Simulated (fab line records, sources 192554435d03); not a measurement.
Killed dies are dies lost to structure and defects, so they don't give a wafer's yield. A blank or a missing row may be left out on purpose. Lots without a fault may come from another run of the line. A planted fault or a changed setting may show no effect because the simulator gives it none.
Chamber matching | flow n5_finfet | N5_BEOL_M9_DESCUM_33 on rie_diel-06: 4 sister chambers
The step chemistry O2, time 7 s. 8 wafers are shown with their chamber, then 12 later ones without.

WAFERS WITH THEIR CHAMBER
wafer  | chamber | drypump_motor_current_A (A) | throttle_valve_pct (%)
L086.4 | 3       | 6.8                         | 20.12
L086.6 | 1       | 6.0                         | 20.45
L087.2 | 2       | 4.9                         | 20.77
L087.3 | 0       | 6.1                         | 20.59
L087.5 | 2       | 4.9                         | 20.76
L089.1 | 1       | 5.9                         | 20.43
L089.2 | 3       | 6.8                         | 20.10
L089.3 | 0       | 6.1                         | 20.62

WAFERS WITHOUT THEIR CHAMBER
wafer  | drypump_motor_current_A (A) | throttle_valve_pct (%)
L091.1 | 5.9                         | 20.46
L091.5 | 6.1                         | 20.60
L091.6 | 5.9                         | 20.45
L092.3 | 5.9                         | 20.45
L092.4 | 4.9                         | 20.16
L092.5 | 6.1                         | 20.63
L093.1 | 6.1                         | 20.62
L093.2 | 4.9                         | 20.17
L093.5 | 6.0                         | 20.47
L096.2 | 6.8                         | 20.13
L096.3 | 6.1                         | 20.62
L096.6 | 5.9                         | 20.48

WHICH CHAMBER EACH WENT THROUGH
wafer  | from the rows above | in truth
L091.1 | 1                   | 1
L091.5 | 0                   | 0
L091.6 | 1                   | 1
L092.3 | 1                   | 1
L092.4 | 1                   | 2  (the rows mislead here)
L092.5 | 0                   | 0
L093.1 | 0                   | 0
L093.2 | 1                   | 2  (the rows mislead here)
L093.5 | 1                   | 1
L096.2 | 3                   | 3
L096.3 | 0                   | 0
L096.6 | 1                   | 1
Placed correctly: 10 of 12. Can't be placed from these rows: 0. Placed wrongly: 2.
How it was worked out, from the rows above alone: a wafer's distance from a chamber is the root of the sum, over the readings, of the square of ((its reading less the chamber's mean) divided by the reading's scatter). The wafer belongs to the nearest chamber; if the next one is less than 2 further off, it can't be placed. A chamber's mean is the mean of its shown wafers. The scatter: the root of (the sum of the squares of (reading less its chamber's mean) over the shown wafers, divided by (wafers less chambers)).
